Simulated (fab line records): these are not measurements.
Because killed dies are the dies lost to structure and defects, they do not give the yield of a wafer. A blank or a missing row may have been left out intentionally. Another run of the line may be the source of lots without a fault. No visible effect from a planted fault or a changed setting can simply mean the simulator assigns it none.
fab line records	flow n5Finfet
[record] lots = 6	wafers = 18	lastDay = 17
route steps=1938 shown BEOL_M8@1383 BEOL_M9@1401 PASSIVATION@1936
lots untouched by any fault: they come from a run of this same line in which no faults occurred
startH: the number of hours between the record's first day and the start of the first shown wafer of the lot	waitH: hours elapsed since this lot's preceding step	" the same as in the row above	L1.1+2: a single row standing in for several wafers	- no value present, or no start provided	* or withheld: withheld	< > ~ a bound
route shown NAME@n: names a module that has steps shown in the file, with the first one's number in the route	usual: average and standard deviation across the fault-free wafers	same: alike in all rows	chamber/n: place in a boat	sites: each site's reading	_std_site: the standard deviation of these	_edge_site: inner sites' mean taken away from outer sites' mean	radiusMm: for every site, how far away it sits from the centre of the wafer	mask NAME#n: copy n	behind: the last tool/chamber to shape the wafer	hold: what put the lot on hold/how long, in hours/how the hold closed	device: whichever transistor did not switch (one of n, p or np)	end of line: at the end of the route, the tests of the same wafers	a step without rows: its recipe alone	killed: the dies lost at the first sort to structure and to defects; this is not the yield of the wafer	map: per-die view of a wafer (x killed, . not killed, _ where there is no die)
set.NAME: the run value of the setting; set.NAME@STEP: its run value at that earlier step	model.NAME: the simulator's own value behind a step, which no gauge read
lots seen at some steps along the route; tables by step, rows by wafer
services: a tool's chamber out of use, with start hour (startH, from the record's first day; less than 0 if before it), hours out, and reason
[[steps]]
[step N5_BEOL_M8_PRECLEAN_42]
[recipe] chemistry = residueRemover	timeS = 60	tempC = 40
[step N5_BEOL_M8_SRD_43]
[recipe] timeS = 30	tempC = 23	rinseLiquid = diw	dry = ipaMarangoni
[step N5_BEOL_M8_CD_MEAS_35]
[recipe] targetCdNm = 40	polarity = opening
[usual] cdNm = 39.8/0.54
lot.wafer	tool	chamber	startH	waitH	cdNm
L494.1	cdSem-01	-	248.63	0.0	39.3
L494.4	"	-	"	"	40.1
L494.6	"	-	"	"	40.6
L495.1	cdSem-03	-	267.32	0.0	39.5
L495.3	"	-	"	"	38.8
L495.6	"	-	"	"	39.4
L500.1	cdSem-03	-	294.35	0.0	39.9
L500.2	"	-	"	"	40.5
L500.4	"	-	"	"	39.2
L505.2	cdSem-01	-	318.82	0.0	40.0
L505.4	"	-	"	"	40.0
L505.5	"	-	"	"	40.4
L506.2	cdSem-02	-	324.65	0.0	39.4
L506.4	"	-	"	"	39.6
L506.5	"	-	"	"	40.2
L508.3	cdSem-01	-	344.18	0.0	40.6
L508.4	"	-	"	"	39.7
L508.6	"	-	"	"	39.6
[step N5_BEOL_M8_CURE_75]
[recipe] tempC = 370	timeS = 120	ambient = DMADMS/He	material = SiCOH_lowk
[step N5_BEOL_M8_DEGAS_44]
[recipe] ambient = vacuum	tempC = 250	timeS = 60
[step N5_BEOL_M8_PRE_CLEAN_45]
[recipe] gas = H2/He	timeS = 30	tempC = 250
[step N5_BEOL_M8_ALD_77]
[recipe] material = TaN	targetThkA = 20	tempC = 275	aldPrecursorFamily = PDMAT	aldCoReactant = NH3	pressureTorr = 3	carrierFlowSccm = 1500	pulseTimeS = 2	purgeTimeS = 3	coReactantPurgeTimeS = 2	coReactantPulseTimeS = 3	aldCycles = 40	precursorVesselTempC = 75	precursorVesselPressureTorr = 26.25	precursorVesselCarrierSccm = 1000
[usual] heaterPowerW = 420/27
lot.wafer	tool	chamber	startH	waitH	heaterPowerW
L494.1	aldMetal-03	2	250.35	0.0	394
L494.4	"	3	"	"	409
L494.6	"	1	"	"	368
L495.1	aldMetal-03	0	267.83	0.0	423
L495.3	"	1	"	"	370
L495.6	"	2	"	"	400
L500.1	aldMetal-03	1	295.00	0.0	366
L500.2	"	3	"	"	421
L500.4	"	2	"	"	395
L505.2	aldMetal-01	1	319.42	0.1	434
L505.4	"	0	"	"	465
L505.5	"	1	"	"	444
L506.2	aldMetal-01	1	325.14	0.0	431
L506.4	"	2	"	"	461
L506.5	"	0	"	"	460
L508.3	aldMetal-01	2	345.20	0.3	444
L508.4	"	0	"	"	457
L508.6	"	3	"	"	389
[step N5_BEOL_M8_SURFACE_TREAT_79]
[recipe] gas = Ar	timeS = *	ionEnergyEv = *	ionCurrentMaCm2 = 0.5	pressureMtorr = *	arFlowSccm = 30
[usual] throttleValvePct = *
lot.wafer	tool	chamber	startH	waitH	throttleValvePct
L494.1	pvdSputter-02	-	250.67	0.2	*
L494.4	"	-	"	"	*
L494.6	"	-	"	"	*
L495.1	pvdSputter-03	-	268.15	0.2	*
L495.3	"	-	"	"	*
L495.6	"	-	"	"	*
L500.1	pvdSputter-03	-	295.34	0.2	*
L500.2	"	-	"	"	*
L500.4	"	-	"	"	*
L505.2	pvdSputter-03	-	319.70	0.2	*
L505.4	"	-	"	"	*
L505.5	"	-	"	"	*
L506.2	pvdSputter-01	-	325.43	0.2	*
L506.4	"	-	"	"	*
L506.5	"	-	"	"	*
L508.3	pvdSputter-01	-	345.49	0.2	*
L508.4	"	-	"	"	*
L508.6	"	-	"	"	*
[step N5_BEOL_M8_CVD_78]
[recipe] material = Co	targetThkA = 20	tempC = withheld	precursor = CCTBA/H2	pressureTorr = 30	timeS = 142.3
[step N5_BEOL_M8_SPUTTER_48]
[recipe] material = Cu	targetThkA = 100	tempC = -20	biasV = 60	powerW = 26000	chamberPressurePa = 0.13	timeS = 1.667
[usual] throttleValvePct = 29.7/1.2
lot.wafer	tool	chamber	startH	waitH	throttleValvePct
L494.1	pvdSputter-03	-	251.14	0.3	30.4
L494.4	"	-	"	"	28.8
L494.6	"	-	"	"	30.5
L495.1	pvdSputter-01	-	268.45	0.2	28.0
L495.3	"	-	"	"	30.6
L495.6	"	-	"	"	28.2
L500.1	pvdSputter-01	-	295.58	0.1	30.6
L500.2	"	-	"	"	28.3
L500.4	"	-	"	"	30.7
L505.2	pvdSputter-03	-	319.94	0.1	28.7
L505.4	"	-	"	"	30.2
L505.5	"	-	"	"	27.6
L506.2	pvdSputter-02	-	325.67	0.1	31.0
L506.4	"	-	"	"	31.2
L506.5	"	-	"	"	30.8
L508.3	pvdSputter-01	-	347.69	2.0	30.8
L508.4	"	-	"	"	30.4
L508.6	"	-	"	"	30.7
[step N5_BEOL_M8_ECD_50]
[recipe] material = Cu	targetThkA = 3000
[step N5_BEOL_M8_ANNEAL_51]
[recipe] tempC = 225	timeS = 90	ambient = N2
[usual] wafer_temp_C_max = 226.0/0.45
lot.wafer	tool	chamber	startH	waitH	wafer_temp_C_max
L494.1	rtpAnneal-02	0	252.09	0.8	226.3
L494.4	"	0	"	"	226.6
L494.6	"	0	"	"	226.9
L495.1	rtpAnneal-01	0	268.95	0.4	225.7
L495.3	"	0	"	"	225.6
L495.6	"	0	"	"	225.7
L500.1	rtpAnneal-01	0	295.90	0.2	225.7
L500.2	"	0	"	"	225.7
L500.4	"	0	"	"	225.7
L505.2	rtpAnneal-02	0	320.47	0.3	226.0
L505.4	"	0	"	"	225.8
L505.5	"	0	"	"	226.1
L506.2	rtpAnneal-01	0	325.97	0.2	225.6
L506.4	"	0	"	"	225.6
L506.5	"	0	"	"	225.6
L508.3	rtpAnneal-02	0	347.99	0.1	226.3
L508.4	"	0	"	"	226.1
L508.6	"	0	"	"	226.4
[step N5_BEOL_M8_CMP_52]
[recipe] stopOn = SiCOH_lowk	tOverpolishS = 6.9	downForcePsi = 1	platenRpm = 50	clearingPlatenDownForcePsi = 1.5	clearingPlatenRpm = 50	postCmpClean = cuAlkaline	targetThkNm = 80	clearingPlatenPadVelocityMS = 0.99484	padVelocityMS = 0.99484
[usual] barrierFieldEndpointS = 28.9/0.74	headPressurePsi = 1.0000/0.0021	motorCurrentA = 6.1/0.65	overpolishRunS = 6.900/0.0093	padLifeWafers = 1016/620	timeToEndpointS = 62.6/3
lot.wafer	tool	chamber	startH	waitH	barrierFieldEndpointS	headPressurePsi	motorCurrentA	overpolishRunS	padLifeWafers	timeToEndpointS
L494.1	cmp-02	3	252.46	0.3	29.2	0.9990	5.4	6.917	122	68.5
L494.4	"	0	"	"	29.2	1.0035	6.8	6.890	123	68.0
L494.6	"	2	"	"	28.2	0.9979	5.2	6.891	-	59.4
L495.1	cmp-02	1	269.25	0.3	29.2	1.0023	6.8	6.901	246	63.3
L495.3	"	0	"	"	29.0	1.0027	6.7	6.904	249	63.1
L495.6	"	2	"	"	28.6	1.0011	5.2	6.905	-	59.4
L500.2	cmp-03	3	296.19	0.2	30.5	0.9979	5.3	6.910	1248	63.5
L500.1	"	0	"	"	28.8	1.0000	5.4	6.890	1249	61.7
L500.4	"	2	"	"	31.3	1.0021	7.3	6.897	1251	70.0
L505.2	cmp-02	2	320.72	0.2	28.7	1.0020	5.0	6.900	672	59.7
L505.4	"	0	"	"	28.9	1.0002	7.1	6.894	674	65.9
L505.5	"	2	"	"	28.6	1.0017	5.1	6.898	-	58.3
L506.4	cmp-04	1	326.45	0.2	28.0	0.9996	5.9	6.896	282	58.8
L506.2	"	3	"	"	28.7	1.0007	6.6	6.903	284	61.1
L506.5	"	1	"	"	28.2	0.9974	5.7	6.900	-	58.8
L508.4	cmp-03	2	348.20	0.1	29.7	0.9988	6.5	6.904	1680	67.7
L508.3	"	1	"	"	29.3	1.0011	7.1	6.893	1683	66.1
L508.6	"	3	"	"	29.7	1.0003	5.6	6.899	-	65.4
[step N5_BEOL_M8_PRE_CLEAN_55]
[recipe] gas = NH3	timeS = 15	tempC = withheld	rfPowerW = 300
[step N5_BEOL_M8_DEP_56]
[recipe] material = SiCN	targetThkA = 100	tempC = withheld	precursor = 3MS/NH3	pressureTorr = 3	rfW = 202	timeS = 17.5
[step N5_BEOL_M8_INSPECT_58]
[recipe] inspectInstrument = darkfield	mode = postDep
[usual] rawDefectCount = 72/21
lot.wafer	tool	chamber	startH	waitH	rawDefectCount
L494.1	defectInspect-01	-	252.84	0.0	68
L494.4	"	-	"	"	62
L494.6	"	-	"	"	1262
L495.1	defectInspect-02	-	269.70	0.0	81
L495.3	"	-	"	"	66
L495.6	"	-	"	"	1254
L500.1	defectInspect-01	-	296.64	0.0	71
L500.2	"	-	"	"	34
L500.4	"	-	"	"	47
L505.2	defectInspect-02	-	321.17	0.0	86
L505.4	"	-	"	"	44
L505.5	"	-	"	"	90
L506.2	defectInspect-01	-	326.90	0.0	56
L506.4	"	-	"	"	70
L506.5	"	-	"	"	57
L508.3	defectInspect-01	-	348.65	0.0	94
L508.4	"	-	"	"	93
L508.6	"	-	"	"	57
[step N5_BEOL_M9_ILD_DEP_00]
[recipe] material = SiCOH_lowk	targetThkA = 3085.1	tempC = 300	precursor = DEMS/porogen	pressureTorr = 5	rfW = 500	timeS = 58
[step N5_BEOL_M9_CURE_71]
[recipe] tempC = 385	timeS = 240	ambient = He/Ar	material = SiCOH_lowk
[usual] lampPowerPct = 52.31/0.053	wafer_temp_C_max = 387.0/0.67
lot.wafer	tool	chamber	startH	waitH	lampPowerPct	wafer_temp_C_max
L494.1	uvCure-02	0	252.95	0.0	52.28	386.4
L494.4	"	0	"	"	52.26	387.2
L494.6	"	0	"	"	52.28	386.1
L495.1	uvCure-01	1	269.82	0.0	52.37	387.2
L495.3	"	1	"	"	52.35	387.1
L495.6	"	1	"	"	52.30	387.7
L500.1	uvCure-03	0	296.86	0.1	52.24	386.4
L500.2	"	0	"	"	52.35	386.5
L500.4	"	0	"	"	52.33	386.6
L505.2	uvCure-02	0	321.36	0.1	52.29	386.8
L505.4	"	0	"	"	52.29	386.2
L505.5	"	0	"	"	52.34	386.7
L506.2	uvCure-01	0	327.09	0.1	52.36	386.9
L506.4	"	0	"	"	52.33	387.7
L506.5	"	0	"	"	52.38	387.2
L508.3	uvCure-03	0	348.93	0.2	52.33	386.3
L508.4	"	0	"	"	52.22	386.7
L508.6	"	0	"	"	52.35	386.8
[step N5_BEOL_M9_THK_MEAS_01]
[recipe] reads = SiCOH_lowk_of_BEOL_M9_ILD_DEP_00
[usual] M9_ILD_THK = 267/3.8
lot.wafer	tool	chamber	startH	waitH	M9_ILD_THK[nm]
L494.1	filmMetro-01	-	253.47	0.4	264
L494.4	"	-	"	"	265
L494.6	"	-	"	"	271
L495.1	filmMetro-01	-	270.33	0.4	270
L495.3	"	-	"	"	264
L495.6	"	-	"	"	271
L500.1	filmMetro-02	-	297.37	0.4	265
L500.2	"	-	"	"	265
L500.4	"	-	"	"	266
L505.2	filmMetro-02	-	321.80	0.4	260
L505.4	"	-	"	"	269
L505.5	"	-	"	"	270
L506.2	filmMetro-01	-	327.53	0.4	260
L506.4	"	-	"	"	268
L506.5	"	-	"	"	264
L508.3	filmMetro-02	-	349.28	0.3	259
L508.4	"	-	"	"	265
L508.6	"	-	"	"	266
[step N5_BEOL_M9_PECVD_70]
[recipe] material = SiO2	targetThkA = 200	tempC = 400	precursor = TEOS/O2	pressureTorr = 5.5	rfW = 450	teosFlowSccm = 53.8	gas = O2	flowSccm = 3000	timeS = 22.7
[step N5_BEOL_M9_HM_DEP_02]
[recipe] material = TiN	targetThkA = 200	tempC = 25	chamberPressurePa = 0.49996
[step N5_BEOL_M9_COAT_59]
[recipe] resist = SOC	tempC = 250	timeS = 60	spinRpm = 1500	resistThkNm = 100
[step N5_BEOL_M9_COAT_60]
[recipe] resist = SiARC	tempC = 220	timeS = 60	spinRpm = 1500	resistThkNm = 30
[step N5_BEOL_M9_COAT_05]
[recipe] resist = CAR-ArF	spinRpm = 1500	resistThkNm = 90
[step N5_BEOL_M9_EBR_07]
[recipe] solvent = PGMEA	ebrWidthMm = 1.5
[step N5_BEOL_M9_SOFTBAKE_06]
[recipe] tempC = 110	timeS = 60	resist = CAR-ArF
[step N5_BEOL_M9_EXPOSE_08]
[recipe] maskId = M9	na = 1.35	sourceShape = dipole	sigmaInner = 0.411	sigmaOuter = 0.611	polarization = te	doseMj = 53.75
[step N5_BEOL_M9_PEB_09]
[recipe] pebTempC = withheld	pebTimeS = 60	resist = CAR-ArF
[step N5_BEOL_M9_DEVELOP_10]
[recipe] developTimeS = 30	developer = TMAH	resist = CAR-ArF	rinseLiquid = diw	dry = airSpin	devTempC = 23
[step N5_BEOL_M9_CD_MEAS_11]
[recipe] targetCdNm = 64.1	landingEnergyEv = 500	detector = seInlens	polarity = opening
[usual] cdNm = 64.3/0.61
lot.wafer	tool	chamber	startH	waitH	cdNm
L494.1	cdSem-03	0	255.19	-	64.1
L494.4	"	0	"	"	64.6
L494.6	"	0	"	"	65.0
L495.1	cdSem-03	0	271.39	-	65.1
L495.3	"	0	"	"	64.7
L495.6	"	0	"	"	65.3
L500.1	cdSem-01	0	298.43	-	63.6
L500.2	"	0	"	"	63.4
L500.4	"	0	"	"	63.5
L505.2	cdSem-02	0	322.82	-	64.5
L505.4	"	0	"	"	64.6
L505.5	"	0	"	"	65.4
L506.2	cdSem-02	0	329.60	-	64.3
L506.4	"	0	"	"	64.2
L506.5	"	0	"	"	63.9
L508.3	cdSem-01	0	350.39	-	65.0
L508.4	"	0	"	"	64.2
L508.6	"	0	"	"	63.9
[step N5_BEOL_M9_OVL_MEAS_12]
[recipe] pointsPerWafer = 44
[usual] M9_OVL = 0.2/0.81
lot.wafer	tool	chamber	startH	waitH	M9_OVL[nm]
L494.1	overlay-01	0	255.22	0.0	0.8
L494.4	"	0	"	"	2.1
L494.6	"	0	"	"	1.6
L495.1	overlay-01	0	271.42	0.0	0.5
L495.3	"	0	"	"	0.1
L495.6	"	0	"	"	-0.9
L500.1	overlay-01	0	298.46	0.0	-0.5
L500.2	"	0	"	"	-2.3
L500.4	"	0	"	"	-0.8
L505.2	overlay-02	0	322.85	0.0	1.4
L505.4	"	0	"	"	1.2
L505.5	"	0	"	"	1.3
L506.2	overlay-01	0	329.63	0.0	0.1
L506.4	"	0	"	"	0.0
L506.5	"	0	"	"	0.1
L508.3	overlay-01	0	350.42	0.0	1.0
L508.4	"	0	"	"	1.5
L508.6	"	0	"	"	0.8
[step N5_BEOL_M9_INSPECT_13]
[recipe] mode = adi	inspectInstrument = brightfield
[usual] rawDefectCount = 431/120
lot.wafer	tool	chamber	startH	waitH	rawDefectCount
L494.1	defectInspect-02	-	255.25	0.0	353
L494.4	"	-	"	"	329
L494.6	"	-	"	"	1583
L495.1	defectInspect-01	-	271.44	0.0	465
L495.3	"	-	"	"	423
L495.6	"	-	"	"	1532
L500.1	defectInspect-01	-	298.48	0.0	293
L500.2	"	-	"	"	285
L500.4	"	-	"	"	312
L505.2	defectInspect-01	-	322.88	0.0	798
L505.4	"	-	"	"	683
L505.5	"	-	"	"	863
L506.2	defectInspect-01	-	329.79	0.2	450
L506.4	"	-	"	"	430
L506.5	"	-	"	"	334
L508.3	defectInspect-01	-	350.44	0.0	629
L508.4	"	-	"	"	477
L508.6	"	-	"	"	367
[step N5_BEOL_M9_DESCUM_16]
[recipe] chemistry = O2	timeS = 7.9	sourcePowerW = 50	biasPowerW = 20	pressureMtorr = 20	rfFrequencyHz = 2.712e+07	tempC = 40	resist = CAR-ArF	o2FlowSccm = 225
[step N5_PASSIVATION_PROBE_49]
[usual] defectLimitedYield = 91.0/1.5	killed_at_M0_to_M3 = 35/12	killed_at_M4_up = 15/5.8	killedAtContacts = 14/7.2	killedAtFrontEnd = 40/10	killedAtOther = 3/3	killedDies = 106/18	killedOnRim = 14/4	killedOpen = 68/14	killedShort = 35/7.2	sort_bin_5_function = 5.2/0.96	sort_bin_6_memory = 3.3/0.69	sortNPass = 1074/18	sortYieldPct = 91.0/1.5
[same] grossDies = 1180	killedAtBackSide = 0	sort_bin_4_leakage[%] = 0	sort_bin_8_speed[%] = 0
lot.wafer	tool	chamber	startH	waitH	defectLimitedYield[%]	killed_at_M0_to_M3	killed_at_M4_up	killedAtContacts	killedAtFrontEnd	killedAtOther	killedDies	killedOnRim	killedOpen	killedShort	sort_bin_5_function[%]	sort_bin_6_memory[%]	sortNPass	sortYieldPct[%]
L494.1	prober-01	-	315.28	0.0	91.3	24	20	5	52	2	103	13	70	32	5.7	3.0	1077	91.3
L494.4	prober-01	-	315.43	0.2	91.1	33	13	5	52	2	105	13	62	39	5.0	3.2	1075	91.1
L494.6	prober-01	-	315.53	0.3	34.6	14	720	3	34	1	772	103	37	22	45.5	14.2	408	34.6
L495.3	prober-02	-	335.53	0.1	91.9	24	19	19	30	3	95	13	66	29	4.9	3.1	1085	91.9
L495.6	prober-02	-	335.68	0.3	35.3	20	707	10	24	2	763	108	40	27	42.0	16.9	417	35.3
L505.2	prober-02	-	381.45	0.1	89.9	44	19	12	43	1	119	24	75	40	5.3	4.2	1061	89.9
L505.4	prober-02	-	381.55	0.2	90.0	37	17	20	41	3	118	11	82	36	5.8	4.0	1062	90.0
L505.5	prober-02	-	381.60	0.2	89.7	41	16	20	41	3	121	20	81	39	6.6	3.3	1059	89.7
// killed by level:class
L494.1 STI_FIN_REVEAL:geometricParticle:open=20 BEOL_M4:geometricParticle:open=9 FIN_SAQP:geometricParticle:short=6 GATE_CUT:geometricParticle:short=5 MOL_CONTACT_COAG:geometricParticle:open=5 BEOL_M5:geometricParticle:open=5 FIN_SAQP:geometricParticle:open=4 BEOL_M1:geometricParticle:open=4
L494.4 FIN_SAQP:geometricParticle:short=11 FIN_SAQP:geometricParticle:open=9 BEOL_M0_SAQP:geometricParticle:open=8 STI_FIN_REVEAL:geometricParticle:open=7 BEOL_M0_SAQP:geometricParticle:short=7 BEOL_M3:geometricParticle:open=6 STI_FIN_REVEAL:geometricParticle:short=5 MOL_CONTACT_COAG:geometricParticle:open=5
L494.6 BEOL_M8:unspecified=712 STI_FIN_REVEAL:geometricParticle:open=11 FIN_SAQP:geometricParticle:short=6 BEOL_M0_SAQP:geometricParticle:open=6 BEOL_M0_SAQP:geometricParticle:short=5 BEOL_M4:geometricParticle:open=5 ILD0:geometricParticle:short=4 BEOL_M3:geometricParticle:open=3
L495.3 BEOL_M4:geometricParticle:open=13 MOL_CONTACT_COAG:geometricParticle:open=12 MOL_CONTACT_COAG:geometricParticle:short=7 STI_FIN_REVEAL:geometricParticle:open=6 DUMMY_GATE:geometricParticle:short=6 DUMMY_GATE:geometricParticle:open=6 BEOL_M3:geometricParticle:open=6 BEOL_M0_SAQP:geometricParticle:open=5
L495.6 BEOL_M8:unspecified=696 FIN_SAQP:geometricParticle:short=9 MOL_CONTACT_COAG:geometricParticle:open=8 FIN_SAQP:geometricParticle:open=5 BEOL_M0_SAQP:geometricParticle:open=5 BEOL_M2:geometricParticle:open=5 BEOL_M0_SAQP:geometricParticle:short=4 BEOL_M4:geometricParticle:open=3
L505.2 BEOL_M0_SAQP:geometricParticle:short=17 BEOL_M0_SAQP:geometricParticle:open=13 BEOL_M4:geometricParticle:open=11 FIN_SAQP:geometricParticle:open=10 MOL_CONTACT_COAG:geometricParticle:open=8 DUMMY_GATE:geometricParticle:open=7 FIN_SAQP:geometricParticle:short=5 STARTING-WAFER:geometricParticle:open=5
L505.4 MOL_CONTACT_COAG:geometricParticle:open=14 BEOL_M0_SAQP:geometricParticle:open=12 STI_FIN_REVEAL:geometricParticle:open=11 BEOL_M4:geometricParticle:open=11 FIN_SAQP:geometricParticle:open=8 DUMMY_GATE:geometricParticle:open=7 MOL_CONTACT_COAG:geometricParticle:short=6 BEOL_M1:geometricParticle:short=6
L505.5 MOL_CONTACT_COAG:geometricParticle:open=17 BEOL_M0_SAQP:geometricParticle:short=13 BEOL_M0_SAQP:geometricParticle:open=13 DUMMY_GATE:geometricParticle:open=11 STI_FIN_REVEAL:geometricParticle:open=8 BEOL_M4:geometricParticle:open=6 GATE_CUT:geometricParticle:open=5 BEOL_M1:geometricParticle:open=5
// map L494.6 (x killed, . not)
_________________....xxx.xx.x________________
______________x..xxxxxxxxxx.x.xx_____________
___________x.xxxx.x.xx.xx.xxx.x.xx.__________
__________xx.xxxxx.x.xxx..x.x.xxxx.x_________
________xxx..xxxxxxx.x.xxxxx.xx.xxxxx._______
_______xxxxxxxx.x.x.xx....xxx..xx..x..x______
______xx.x...xxxxx..xxxxxxxxxxx.xxxxxxxx_____
_____xx.xxx....x.x.xx.xx.xx.xx.xxx.x.x.x.____
____x.xx.xxxxxxxx.xxx..xxxxxx.x.x..xxx...x___
___.x.xxxx..xxxx..xxx.xx.xxxx.xxx.xx..xx.xx__
___.xxxx.x..xxxxx.x.x.x.xxxxx.xxxx.x.x.xxx.__
__xxxxxxx.x.xxxxx.x..xx....xxxxxxxxxx.xx.x.x_
__.xxxxxx..x.xxx.xxx.x.x.xxxxxx....xx.xx..xx_
_xx...x...xxxxxxxxxxxx..xx.....x.xxxxxxx.xxxx
_xxx..xx...xx.xx.xxx.x.xxxxxx...xxxxxxx.xx..x
_xxx..x.x.xx.x..x.x.x.x..xx.xxxx.xx.xxx..xx.x
_xxx..xxxx.xxxxxx.xxx.xx.x..x.x..xxxxx..xx...
_.xxxxx.x..xx.x....xx.xxx..xxx.xx.x..xxx..xxx
_xxx.xx.xx.xx...x.xxx.xx.xxxxx.x.xx...xxxxxx.
_x.x.x..xxxxx..x.xxxxx..xx.xxxxxxxx.xxxxxxx..
_xxxxx.xxx...xxxx..x.xxx...x.xxxxxxxxxx..xxxx
__xx.xxxx.x...x..xxxx.xxxxxxx...xx...x...xxx_
__..xx..xx.xxxxxxxxxxx..x.x..xx.x.x..xxxxx.x_
___x....x.x.xx.x..x.xx.xxxx.xxxx....xxxxx..__
___x.x...x..xx.x.xxxxx..xxx.x.x.xxx...xxxxx__
____x.xxxxxxxx..xx...x....x.x.xx.xxxxx.xxx___
_____xx.x.....xxxxxx.x.x...xxxxxxxxx..xxx____
______x.xxx.xx.xxxx...xxxxxxxxx..xx...xx_____
_______xx.xxxxx..x.x.xx...xx.x.xxxxx.x.______
________xxx.xxx.xxxxxxxx.xxx.x..xx..x._______
__________xxx.xx.xx.xx.x.x...xxx.xxx_________
___________xx.xxxxxxxxxxx.xx...xxxx__________
______________.xx.x.xxxxx.xxxx.x_____________
_________________.xx.x..x....________________
// map L495.6 (x killed, . not)
_________________.xxxxx..xxx.________________
______________x.xxxxxxxxxxx.xxxx_____________
___________x.xxx..xx.xx...x..xxxxxx__________
__________...xxx.x.xx.xxxxxxxxxx..xx_________
________xx.xxxxxxxxx.x.xx.x.xx.xxxxxx._______
_______x.xx.x.x.xx...xxxxxx...xxxx.x.x.______
______.xx...x..x.x.x..x..xxxx.x.xx.xx.xx_____
_____xxx.xxx.xxx.xxxx.x.....x...xxxxxx...____
____xx.xx..x.xx..x..x.xx..xxx..x.....x.xxx___
___.xxxx...xx.xxxx..x.x..xxxx.x..xx.x.x.xx.__
___xxxxx....x..xxxxxxxxxx.xx.x...x.x..x.x.x__
__xxx.xxx.x.x.xxxx..xxx.xx.x.xx.xxxx.xx.xx.x_
__xxx..xx....xxx...xxx.x.xxx.xxxxxxxx..xxxxx_
_x..xx.xxxxxx..x.xx.x.x...xxxxxxx.xxx.x.xxx.x
_.xxxx.xxxxxxxxx.xx...xxx..x..x..x..x....xx..
_x.x.xxxxxxxxxx.xxxxxxxx.xxxxxxxxx.xxxxxx...x
_xxx.xx..xxxxxxxxxxx..x..x..xxx.xx...xx.xx.x.
_xxxxxxxxxxxxxxxxxxx...x..xxxx.xxxx.x.xxx.xxx
_...xxxxxx.xxxxxxxxx.xxx.xx.xx.xx..x..x.xxx.x
_.xx.xxx.xx..xxx.xxxxxx.x...xxx.xxxx...xx.xxx
_xxx.x.x.xxx.x..xxxxx.x...xxxxxx.xx.x....xxxx
__x..xxxx.xx.xxx.xx.x.xx.xx..xx.xx....xxxxxx_
__xx.xx...xxxxxxxx..x....x.xxx.xxx.x.xxx...x_
___x.xxxxxx..xxx.xxxx..xxxxxx.xx.xx..xxx.xx__
___xxxxxxx...x.xxxxx.x....xxx.xxx.x....xxxx__
____xxxx.xxxxx.xxxxx.x..xxx..x.xx.x...xx..___
_____xxxxxxxx.x..x.xxxxx..xx.x.x.xxx..x..____
______xx..x.x.x.x.x...xx..xxxx.xxxx..xxx_____
_______.xx...x..xxx.x..xxxxxxxxx.xx.x..______
________xx..x...x..xx.xxx...x..x.x.x.._______
__________xxxxxxxxx...x.xxxxx..xx.xx_________
___________xx.xxxx.xx.x.xxxxxxxx.xx__________
______________.xxxxx.xxx...xxx.x_____________
_________________.xx..xx.xxxx________________
[[services]]
tool	chamber	startH	hours	kind
cmp-02	-	229.35	4.1	pm
uvCure-02	-	231.23	0.5	repair
cmp-02	-	233.66	4.0	pm
cmp-02	-	237.66	-	consumableReplace:conditioner
cmp-02	-	237.66	-	consumableReplace:pad
aldMetal-01	-	239.77	0.3	repair
uvCure-03	-	252.88	0.7	repair
aldMetal-01	-	259.28	2.8	pm
cmp-03	-	269.54	1.4	repair
uvCure-01	-	270.30	28.1	pm
cmp-03	-	270.96	7.4	pm
uvCure-03	-	273.61	7.5	repair
aldMetal-01	1	281.79	4.5	repair
cmp-04	-	287.89	4.0	pm
aldMetal-01	3	291.25	41.3	repair
uvCure-03	-	313.65	1.0	pm
uvCure-03	-	314.65	2.8	pm
aldMetal-03	0	323.34	23.8	repair
uvCure-02	-	324.05	0.2	repair
aldMetal-01	1	331.08	27.7	repair
aldMetal-03	-	337.33	14.0	pm
uvCure-02	-	338.03	7.5	pm
cmp-04	-	338.73	3.2	repair
uvCure-02	-	345.58	2.8	pm
[[key]]
[firstSign] step = N5_BEOL_M8_INSPECT_58	reading = rawDefectCount	direction = up	sigmas = 55	usual = 72	struck = 1258
[effect] step = N5_BEOL_M9_INSPECT_13	reading = rawDefectCount	direction = up	sigmas = 9.4	usual = 431	struck = 1558
[effect] step = N5_PASSIVATION_PROBE_49	reading = killed_at_M4_up	direction = up	sigmas = 99+	usual = 15	struck = 714
[moreKillsBornAt] N5_BEOL_M8_CMP_52@cmp-02 = 1408
metAt N5_BEOL_M8_CMP_52
struckWafers L494.6,L495.6
[fault] kind = chamberParticleSource	tool = cmp-02	chamber = 2	onsetH = 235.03	steps = N5_BEOL_M8_CMP_52	ratePerVisitCm2 = 1.8653	endH = 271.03
